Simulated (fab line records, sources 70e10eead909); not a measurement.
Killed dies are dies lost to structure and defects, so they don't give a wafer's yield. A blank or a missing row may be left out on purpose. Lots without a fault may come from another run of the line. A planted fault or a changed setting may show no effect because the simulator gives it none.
Chamber matching | flow nand_harc | NHARC_A_CHANNEL_HOLE_D2_ETCH_44 on rie_diel-02: 4 sister chambers
The step etches the open film in CF4/O2, target depth 140 nm, overetch 14 nm, time 77 s. 22 wafers are shown with their chamber, then 11 later ones without.

WAFERS WITH THEIR CHAMBER
wafer  | chamber | showerhead_plenum_p_Torr (Torr) | drypump_motor_current_A (A) | oes_product_au (a.u.)
L074.1 | 3       | 1.33                            | 6.0                         | 1.003
L074.2 | 0       | 1.40                            | 5.6                         | 1.010
L074.3 | 1       | 1.30                            | 5.9                         | 1.007
L075.1 | 1       | 1.30                            | 5.9                         | 1.004
L075.3 | 2       | 1.34                            | 6.0                         | 0.994
L075.5 | 3       | 1.33                            | 6.0                         | 1.007
L079.1 | 0       | 1.40                            | 5.7                         | 0.999
L079.2 | 2       | 1.34                            | 6.0                         | 0.986
L079.3 | 3       | 1.33                            | 6.0                         | 1.003
L080.1 | 1       | 1.30                            | 5.9                         | 1.003
L080.2 | 3       | 1.33                            | 6.0                         | 1.010
L080.6 | 3       | 1.33                            | 6.0                         | 1.014
L081.1 | 1       | 1.30                            | 5.9                         | 1.011
L081.3 | 2       | 1.34                            | 6.0                         | 1.001
L081.5 | 3       | 1.33                            | 6.0                         | 1.003
L082.1 | 0       | 1.40                            | 5.6                         | 1.014
L082.2 | 2       | 1.34                            | 6.0                         | 1.005
L082.3 | 3       | 1.33                            | 6.0                         | 1.006
L083.1 | 2       | 1.34                            | 6.0                         | 0.992
L083.2 | 0       | 1.39                            | 5.6                         | 1.000
L083.6 | 0       | 1.39                            | 5.6                         | 1.004
L085.1 | 3       | 1.33                            | 6.0                         | 1.006

SIGNATURES (means of the wafers above)
reading                  | chamber 0 | chamber 1 | chamber 2 | chamber 3 | scatter within a chamber
showerhead_plenum_p_Torr | 1.3960    | 1.3000    | 1.3400    | 1.3300    | 0.00258
drypump_motor_current_A  | 5.620     | 5.900     | 6.000     | 6.000     | 0.0211
oes_product_au           | 1.00540   | 1.00625   | 0.99560   | 1.00650   | 0.00546
Rule: a wafer's distance from a chamber is the root of the sum, over the readings, of the square of ((its reading less the chamber's mean) divided by the reading's scatter). The wafer belongs to the nearest chamber; if the next one is less than 2 further off, it can't be placed. The scatter: the root of (the sum of the squares of (reading less its chamber's mean) over the shown wafers, divided by (wafers less chambers)).

WAFERS WITHOUT THEIR CHAMBER
wafer  | showerhead_plenum_p_Torr (Torr) | drypump_motor_current_A (A) | oes_product_au (a.u.)
L085.4 | 1.30                            | 5.9                         | 0.999
L085.5 | 1.34                            | 6.0                         | 0.989
L088.2 | 1.30                            | 5.9                         | 1.010
L088.4 | 1.39                            | 5.6                         | 0.994
L088.5 | 1.34                            | 6.0                         | 1.011
L090.1 | 1.30                            | 5.9                         | 1.015
L090.3 | 1.39                            | 5.6                         | 1.006
L090.6 | 1.39                            | 5.6                         | 1.002
L093.1 | 1.34                            | 6.0                         | 1.000
L093.3 | 1.33                            | 6.0                         | 1.011
L093.4 | 1.30                            | 5.9                         | 1.004

WHICH CHAMBER EACH WENT THROUGH
wafer  | from the rows above     | in truth
L085.4 | 1                       | 1
L085.5 | 2                       | 2
L088.2 | 1                       | 1
L088.4 | 0                       | 0
L088.5 | can't be placed: 2 or 3 | 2
L090.1 | 1                       | 1
L090.3 | 0                       | 0
L090.6 | 0                       | 0
L093.1 | 2                       | 2
L093.3 | 3                       | 3
L093.4 | 1                       | 1
Placed correctly: 10 of 11. Can't be placed from these rows: 1 (the true chamber is among the candidates in 1). Placed wrongly: 0.
